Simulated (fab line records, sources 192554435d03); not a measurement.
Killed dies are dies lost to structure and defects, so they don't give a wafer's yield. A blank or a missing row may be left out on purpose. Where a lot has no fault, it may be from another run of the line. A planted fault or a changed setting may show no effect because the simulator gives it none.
Comparing a struck lot with a sound one :: flow n5Finfet :: 17 out of 1938 route steps
Sound: the wafers L332.2, L332.3, L332.5. Wafers L341.2, L341.3, L341.5 were the ones struck. Last of all comes the cause.
Per side, at each step with rows, come the tool, then ch with its chambers, and then its first start. Under that, the readings that differ: sound wafers :: struck wafers :: difference of the means :: sigmas: that difference in standard deviations of wafers without a fault.
alike: readings whose means differ by less than 2 such deviations, and words and numbers that are the same on both sides. not compared: withheld readings, readings that some wafer has no value for, bounds like >300 that may hide the same value, and numbers for which the record gives no deviation and whose values overlap.
A row with sigmas, a row that says differs or no value, or rows on one side alone: a step with any of these is where the two part. Non-overlapping numbers with no deviation appear without sigmas and do not part them. A reading missing from all wafers of one side parts the sides only when that side holds two or more wafers.

first, 1 step without rows for these wafers: N5_MOL_CONTACT_COAG_DEVELOP_83 (develop time 30 s).
N5_MOL_CONTACT_COAG_CD_MEAS_84: the cd target is 25.1 nm.
  sound on cdSem-02 ch 0, day 5 01:37; struck on cdSem-03 ch 0, day 7 10:55
  alike: cdNm
N5_MOL_CONTACT_COAG_OVL_MEAS_85:
  sound on overlay-01 ch 0, day 5 01:38; struck on overlay-01 ch 0, day 7 10:56
  alike: VG_OVL
N5_MOL_CONTACT_COAG_INSPECT_57: inspects for defects (brightfield).
  sound on defectInspect-01 at day 5 01:42; struck on defectInspect-01 at day 7 11:00
  alike: rawDefectCount
N5_MOL_CONTACT_COAG_DESCUM_88: chemistry O2, time 7 s.
  sound on rieDiel-01 ch 0,1,3, day 5 01:44; struck on rieDiel-03 ch 1,3, day 7 11:02
  alike: drypumpMotorCurrentA, oesProductAu, rfVppV, showerheadPlenumPTorr, throttleValvePct
  not compared: rfHoursCounterH
then, 1 step without rows for these wafers: N5_MOL_CONTACT_COAG_ETCH_89 (etches underlayer in N2/H2, target depth 13 nm, time 10.4 s).
N5_MOL_CONTACT_COAG_ETCH_90: etches SiARC in CF4, target depth 13 nm, time 21.7 s.
  sound on rieDiel-01 ch 0,1,3, day 5 01:47; struck on rieDiel-03 ch 1,3, day 7 11:05
  alike: drypumpMotorCurrentA, etchRfOnTimeS, oesProductAu, rfVppV, showerheadPlenumPTorr, throttleValvePct
  not compared: rfHoursCounterH
then, 1 step without rows for these wafers: N5_MOL_CONTACT_COAG_ALD_131 (deposits SiO2, target thk 5 nm, pulse time 1 s, co reactant pulse time 1 s).
N5_MOL_CONTACT_COAG_ETCHBACK_132: etches SiO2 in CHF3, target depth 10 nm, time 6.7 s.
  sound on rieDiel-03 ch 1,2, day 5 02:02; struck on rieDiel-03 ch 0,1,3, day 7 11:20
  alike: CHF3_flow_sccm, drypumpMotorCurrentA, oesProductAu, rfVppV, showerheadPlenumPTorr, throttleValvePct
  not compared: rfHoursCounterH
N5_MOL_CONTACT_COAG_ETCH_91: etches SOC in N2/H2, target depth 60 nm, overetch 21 nm, time 101.2 s.
  sound on rieDiel-03 ch 1,2, day 5 02:05; struck on rieDiel-03 ch 0,1,3, day 7 11:23
  alike: drypumpMotorCurrentA, oesProductAu, rfVppV, showerheadPlenumPTorr, throttleValvePct
  not compared: rfHoursCounterH
then, 2 steps without rows for these wafers: N5_MOL_CONTACT_COAG_STRIP_92 (strips in N2/H2); N5_MOL_CONTACT_COAG_STRIP_93 (strips in N2/H2).
N5_MOL_CONTACT_COAG_ETCHBACK_135: etches SiO2 in CHF3, target depth 25 nm, time 16.7 s.
  sound on rieDiel-03 ch 1,2,3, day 5 02:10; struck on rieDiel-03 ch 0,1,3, day 7 11:28
reading: oesProductAu (a.u.)
sound: 0.74 0.74 0.91
struck: 0.63 0.52 0.49
difference: -0.25
sigmas: -3

reading: model.SOC_of_MOL_CONTACT_COAG_COAT_75.thkNm (nm)
sound: 57.4 57.4 57.6
struck: 58.6 58.6 58.6
difference: +1.1
sigmas: 
  alike: CHF3_flow_sccm, drypumpMotorCurrentA, rfVppV, showerheadPlenumPTorr, throttleValvePct
  not compared: rfHoursCounterH
then, 1 step without rows for these wafers: N5_MOL_CONTACT_COAG_STRIP_118 (strips in CHF3).
N5_MOL_CONTACT_COAG_VIA_ETCH_46: etches SiO2 in C4F6/O2, target depth 46 nm, overetch 9.2 nm, time 40 s.
  sound on rieDiel-03 ch 0,3, day 5 02:12; struck on rieDiel-03 ch 0,1,3, day 7 11:30
reading: model.SOC_of_MOL_CONTACT_COAG_COAT_75.thkNm (nm)
sound: 50.8 50.8 50.8
struck: 52 52 52
difference: +1
sigmas: 
  alike: drypumpMotorCurrentA, oesProductAu, rfVppV, showerheadPlenumPTorr, throttleValvePct
  not compared: rfHoursCounterH
N5_MOL_CONTACT_COAG_STRIP_96: strips in N2/H2.
  sound on rieDiel-03 ch 0,3, day 5 02:16; struck on rieDiel-03 ch 0,1,3, day 7 11:34
  alike: drypumpMotorCurrentA, oesProductAu, rfVppV, showerheadPlenumPTorr, throttleValvePct
  not compared: rfHoursCounterH
then, 1 step without rows for these wafers: N5_PASSIVATION_PROBE_49.

== WHERE THEY PART ==
N5_MOL_CONTACT_COAG_ETCHBACK_135 only, going by this record. Later steps at which nothing parts them and some readings are alike: N5_MOL_CONTACT_COAG_VIA_ETCH_46, N5_MOL_CONTACT_COAG_STRIP_96.

WHY: what the simulator had put in
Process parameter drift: rieDiel-03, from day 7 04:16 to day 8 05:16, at N5_MOL_CONTACT_COAG_ETCHBACK_135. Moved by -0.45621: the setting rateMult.
